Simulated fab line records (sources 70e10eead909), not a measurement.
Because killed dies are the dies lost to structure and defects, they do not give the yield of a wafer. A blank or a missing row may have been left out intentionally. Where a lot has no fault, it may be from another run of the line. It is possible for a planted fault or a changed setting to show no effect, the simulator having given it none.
A struck lot beside a sound one + flow nand-harc + 25 out of 1302 route steps
Sound: wafers L568.2, L568.4, L568.5. The struck wafers were L578.3, L578.4, L578.5. At the end, the cause is stated.
Per side, at each step with rows, come the tool, then ch with its chambers, and then its first start. Under that, the readings that differ: sound wafers + struck wafers + difference of the means + sigmas: that difference in standard deviations of wafers without a fault.
alike: a reading whose means differ by less than 2 such deviations, as well as words and numbers matching on both sides. not compared: withheld readings; readings where some wafer has no value; bounds like >300 that might hide an equal value; numbers whose values overlap and for which the record gives no deviation.
A row with sigmas, a row that says differs or no value, or rows on one side alone: a step with any of these is where the two part. Numbers that have no deviation but don't overlap get no sigmas and don't part them. Lack of a reading on every wafer of one side parts them only where that side has two or more wafers.

first, 1 step without rows for these wafers: NHARC_P_CONTACT_DEP_30 (deposits SiNx, target thk 30 nm).
NHARC_P_CONTACT_DEP_00: deposits SiO2, target thk 500 nm.
  sound on pecvd-04 ch 1,2; struck on pecvd-01 ch 0,1, day 10 18:55
  alike: heater-power-w, showerhead-vpp-V, throttle-valve-pct
NHARC_P_CONTACT_CMP_01: polishes SiO2, target thk 200 nm.
  sound on cmp-03 ch 1,3, day 6 20:45; struck on cmp-04 ch 0,1, day 10 19:24
  alike: motor-current-A
then, 8 steps without rows for these wafers: NHARC_P_CONTACT_SRD_03; NHARC_P_CONTACT_DEHYDRATE_04 (time 120 s); NHARC_P_CONTACT_HMDS_05 (time 30 s); NHARC_P_CONTACT_COAT_33 (time 75 s); NHARC_P_CONTACT_COAT_34 (time 65 s); NHARC_P_CONTACT_COAT_06 (resist thk 90 nm); NHARC_P_CONTACT_SOFTBAKE_07 (time 55 s); NHARC_P_CONTACT_EBR_08.
NHARC_P_CONTACT_EXPOSE_09: exposes mask P CA, target cd 90 nm.
  sound on arfi-scanner-01 ch 0, day 6 21:18; struck on arfi-scanner-03 ch 0, day 10 20:05
| reading | sound                | struck                        | difference | sigmas |
|---------|----------------------|-------------------------------|------------|--------|
| mask    | P_CA#0 P_CA#0 P_CA#0 | P_CA_R1#0 P_CA_R1#0 P_CA_R1#0 | differs    |        |
then, 2 steps without rows for these wafers: NHARC_P_CONTACT_PEB_10 (peb time 65 s); NHARC_P_CONTACT_DEVELOP_11 (develop time 35 s).
NHARC_P_CONTACT_CD_MEAS_12: the cd target is 90 nm.
  sound on cd-sem-01 ch 0, day 6 21:26; struck on cd-sem-02 ch 0, day 10 20:14
| reading    | sound          | struck            | difference | sigmas |
|------------|----------------|-------------------|------------|--------|
| cd-nm (nm) | 90.7 90.2 89.9 | 101.1 100.8 100.4 | +10.5      | +15    |
NHARC_P_CONTACT_OVL_MEAS_13:
  struck on overlay-01, day 10 20:19; sound on overlay-01, day 6 21:31
  alike: overlay-x-nm, overlay-y-nm
NHARC_P_CONTACT_INSPECT_14:
  struck on defect-inspect-02, day 10 20:21; sound on defect-inspect-01, day 6 21:34
  alike: raw-defect-count
NHARC_P_CONTACT_DESCUM_17: chemistry O2, time 3 s.
  sound on rie-diel-08 ch 0,2, day 6 21:37; struck on rie-diel-08 ch 2,3, day 10 20:25
| reading                    | sound             | struck            | difference | sigmas |
|----------------------------|-------------------|-------------------|------------|--------|
| model.P_CONTACT.cd-nm (nm) | 89.72 90.07 89.21 | 100.3 100.3 100.3 | +10.6      |        |
  alike: drypump-motor-current-A, oes-product-au, rf-vpp-V, showerhead-plenum-p-Torr, throttle-valve-pct
  not compared: rf-hours-counter-h
NHARC_P_CONTACT_ETCH_35: etches the open film in CF4, target depth 39 nm, time 65 s.
  sound on rie-diel-08 ch 0,3, day 6 21:42; struck on rie-diel-08 ch 0,1,3, day 10 20:30
  alike: drypump-motor-current-A, oes-product-au, rf-vpp-V, showerhead-plenum-p-Torr, throttle-valve-pct
  not compared: rf-hours-counter-h
NHARC_P_CONTACT_ETCH_36: etches the open film in N2/H2, target depth 260 nm, time 406.25 s.
  sound on rie-diel-08 ch 1,2,3; struck on rie-diel-08 ch 0,1,2
  alike: drypump-motor-current-A, n2-flow-sccm, oes-product-au, rf-vpp-V, showerhead-plenum-p-Torr, throttle-valve-pct
  not compared: rf-hours-counter-h
NHARC_P_CONTACT_ETCH_18: etches the open film in C4F8/O2/Ar, target depth 481 nm, time 240.5 s.
  sound on rie-diel-08 ch 0,1,3; struck on rie-diel-08 ch 1,2,3
  alike: oes-product-au, rf-vpp-V
  not compared: rf-hours-counter-h
then, 1 step without rows for these wafers: NHARC_P_CONTACT_STRIP_37 (strips in C4F8/O2/Ar).
NHARC_P_CONTACT_ETCH_31: etches the open film in CH3F/O2, target depth 30 nm, time 85.7 s.
  sound on rie-diel-08 ch 0,1,3; struck on rie-diel-08 ch 0,1,3
| reading                    | sound             | struck            | difference | sigmas |
|----------------------------|-------------------|-------------------|------------|--------|
| model.P_CONTACT.cd-nm (nm) | 90.03 89.95 88.59 | 100.4 102.6 102.3 | +12.2      |        |
  alike: drypump-motor-current-A, oes-product-au, rf-vpp-V, showerhead-plenum-p-Torr, throttle-valve-pct
  not compared: rf-hours-counter-h
NHARC_P_CONTACT_CD_MEAS_19:
  struck on cd-sem-03, day 10 21:17; sound on cd-sem-03, day 6 22:29
| reading    | sound          | struck            | difference | sigmas |
|------------|----------------|-------------------|------------|--------|
| cd-nm (nm) | 89.8 89.9 88.7 | 100.7 102.4 102.4 | +12.4      | +6     |
-- the record jumps here: 19 days lie between the struck wafers' starts before and after (it left off in module P_CONTACT and takes up again in module END, whose first step shown is number 1302 of the route) --
NHARC_END_SORT_01:
  here the record holds rows for the struck wafers (prober-02 ch 0, day 29 14:22) but none for the sound ones

## WHERE THEY PART
At NHARC_P_CONTACT_EXPOSE_09 first; at NHARC_END_SORT_01 last (within this record only).

WHY: what the simulator had put in
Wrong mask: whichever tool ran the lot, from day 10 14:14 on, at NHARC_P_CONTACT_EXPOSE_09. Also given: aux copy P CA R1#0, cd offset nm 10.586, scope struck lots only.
